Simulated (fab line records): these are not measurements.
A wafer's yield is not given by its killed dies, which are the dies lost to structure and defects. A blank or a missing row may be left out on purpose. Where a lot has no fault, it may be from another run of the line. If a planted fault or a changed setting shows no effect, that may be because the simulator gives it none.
Which tool did it? + flow n5 finfet + 11 lots with 33 wafers sampled at 4 steps, on a route of 1938 steps

WHAT EACH GAUGE READ, for each wafer
N5_MIM_TOP_LITHO_INSPECT_12: inspects for defects (macro). Usual: raw defect count reads 2.4 (standard deviation 1.4).
| lot  | measured     | on                | raw defect count | flag |
|------|--------------|-------------------|------------------|------|
| L924 | day 11 23:05 | defect inspect-02 | 1 0 1            |      |
| L925 | day 12 02:40 | defect inspect-01 | 2 7 2            |      |
| L927 | day 12 17:14 | defect inspect-01 | 1 2 2            |      |
| L928 | day 12 17:23 | defect inspect-01 | 1 2 1            |      |
| L929 | day 12 19:43 | defect inspect-02 | 3 4 5            |      |
| L930 | day 13 03:58 | defect inspect-02 | 3 2 0            |      |
| L931 | day 13 15:49 | defect inspect-01 | 2 3 3            |      |
| L934 | day 14 03:09 | defect inspect-01 | 3 3 2            |      |
| L935 | day 14 12:19 | defect inspect-01 | 3 4 1            |      |
| L941 | day 17 02:35 | defect inspect-01 | >300 >300 >300   | OFF  |
| L942 | day 17 12:02 | defect inspect-01 | >300 >300 >300   | OFF  |

EACH LOT AND THE TOOL THAT RAN IT (in order: tool; ch and the chambers of the sampled wafers; start)
| lot  | N5_BEOL_M15_SPUTTER_45       | N5_MIM_TOP_ALD_02                | N5_MIM_TOP_SPUTTER_03        |
|------|------------------------------|----------------------------------|------------------------------|
| L924 | pvd sputter-03, day 11 18:37 | ald hk-01 ch 1,2,3, day 11 21:00 | pvd sputter-02, day 11 22:38 |
| L925 | pvd sputter-02, day 11 22:31 | ald hk-03 ch 0,1,2, day 12 01:00 | pvd sputter-03, day 12 02:05 |
| L927 | pvd sputter-02, day 12 10:13 | ald hk-01 ch 0,1,2, day 12 15:00 | pvd sputter-03, day 12 16:39 |
| L928 | pvd sputter-03, day 12 12:05 | ald hk-02 ch 0,1, day 12 16:00   | pvd sputter-03, day 12 16:46 |
| L929 | pvd sputter-01, day 12 16:05 | ald hk-03 ch 0,1,3, day 12 19:00 | pvd sputter-02, day 12 19:08 |
| L930 | pvd sputter-03, day 12 22:32 | ald hk-03 ch 0,2,3, day 13 01:00 | pvd sputter-03, day 13 03:32 |
| L931 | pvd sputter-02, day 13 08:44 | ald hk-03 ch 1,2, day 13 12:00   | pvd sputter-02, day 13 13:14 |
| L934 | pvd sputter-03, day 13 22:37 | ald hk-01 ch 2,3, day 14 01:00   | pvd sputter-02, day 14 02:43 |
| L935 | pvd sputter-01, day 14 07:07 | ald hk-01 ch 1,2, day 14 11:00   | pvd sputter-03, day 14 11:52 |
| L941 | pvd sputter-03, day 16 21:20 | ald hk-01 ch 2,3, day 17 01:00   | pvd sputter-03, day 17 02:08 |
| L942 | pvd sputter-02, day 17 05:13 | ald hk-01 ch 0,1,3, day 17 08:00 | pvd sputter-02, day 17 11:35 |
- N5_BEOL_M15_SPUTTER_45: material Cu, target thk 100 nm, time 16.67 s.
- N5_MIM_TOP_ALD_02: deposits Al2O3, purge time 3 s, co reactant pulse time 3 s.
- N5_MIM_TOP_SPUTTER_03: material TiN, target thk 35 nm, time 89.7 s.

AS READ BY THE TOOLS THEMSELVES (means over the sampled wafers that have a number; for cases with no such wafer, the mark the record gives instead)
N5_BEOL_M15_SPUTTER_45. Usual: throttle valve pct reads 30.2 % (standard deviation 1.1).
| lot  | tool           | throttle valve pct (%) | flag |
|------|----------------|------------------------|------|
| L924 | pvd sputter-03 | 30.8                   |      |
| L925 | pvd sputter-02 | 31.0                   |      |
| L927 | pvd sputter-02 | 31.0                   |      |
| L928 | pvd sputter-03 | 29.8                   |      |
| L929 | pvd sputter-01 | 28.8                   |      |
| L930 | pvd sputter-03 | 29.8                   |      |
| L931 | pvd sputter-02 | 31.0                   |      |
| L934 | pvd sputter-03 | 30.7                   |      |
| L935 | pvd sputter-01 | 29.7                   |      |
| L941 | pvd sputter-03 | 30.8                   |      |
| L942 | pvd sputter-02 | 30.0                   |      |

N5_MIM_TOP_ALD_02. Usual: precursor pulse height rel reads 1.000 (standard deviation 0.019).
| lot  | tool      | precursor pulse height rel | flag |
|------|-----------|----------------------------|------|
| L924 | ald hk-01 | 1.007                      |      |
| L925 | ald hk-03 | 1.001                      |      |
| L927 | ald hk-01 | 1.006                      |      |
| L928 | ald hk-02 | 0.998                      |      |
| L929 | ald hk-03 | 0.977                      |      |
| L930 | ald hk-03 | 0.989                      |      |
| L931 | ald hk-03 | 1.003                      |      |
| L934 | ald hk-01 | 0.998                      |      |
| L935 | ald hk-01 | 1.009                      |      |
| L941 | ald hk-01 | 1.010                      |      |
| L942 | ald hk-01 | 0.985                      |      |

N5_MIM_TOP_SPUTTER_03. Usual: throttle valve pct reads 30.3 % (standard deviation 1.1).
| lot  | tool           | throttle valve pct (%) | flag |
|------|----------------|------------------------|------|
| L924 | pvd sputter-02 | 31.2                   |      |
| L925 | pvd sputter-03 | 29.9                   |      |
| L927 | pvd sputter-03 | 30.6                   |      |
| L928 | pvd sputter-03 | 30.7                   |      |
| L929 | pvd sputter-02 | 31.2                   |      |
| L930 | pvd sputter-03 | 31.5                   |      |
| L931 | pvd sputter-02 | 31.3                   |      |
| L934 | pvd sputter-02 | 30.7                   |      |
| L935 | pvd sputter-03 | 30.8                   |      |
| L941 | pvd sputter-03 | 29.8                   |      |
| L942 | pvd sputter-02 | 30.7                   |      |

THE ANSWER, worked out from the rows above alone
Rule: a lot is off if the mean of its wafers that have a number lies more than 3 standard deviations from the usual mean. A lot without any number at a reading at which 4 lots or more have one is off too. All remaining lots with rows at the step are treated as sound. First the gauges in route order, then the tools' own readings, where a lot's mean is used as printed above. The first step at which some lot is off is used, and at that step the reading that is off furthest; a lot without a number counts as furthest.
Off: L941, L942, at N5_MIM_TOP_LITHO_INSPECT_12 (raw defect count). Without a number there: L941, L942.
A tool fits if, at a process step before that reading, it ran every lot that is off, and no sound lot after the first of them. Gauges at N5_MIM_TOP_LITHO_INSPECT_12: tried the same way as those tools. Undecided on this evidence; 2 tools fit (ald hk-01 at N5_MIM_TOP_ALD_02, defect inspect-01 at N5_MIM_TOP_LITHO_INSPECT_12).

WHAT HAD BEEN PUT IN BY THE SIMULATOR
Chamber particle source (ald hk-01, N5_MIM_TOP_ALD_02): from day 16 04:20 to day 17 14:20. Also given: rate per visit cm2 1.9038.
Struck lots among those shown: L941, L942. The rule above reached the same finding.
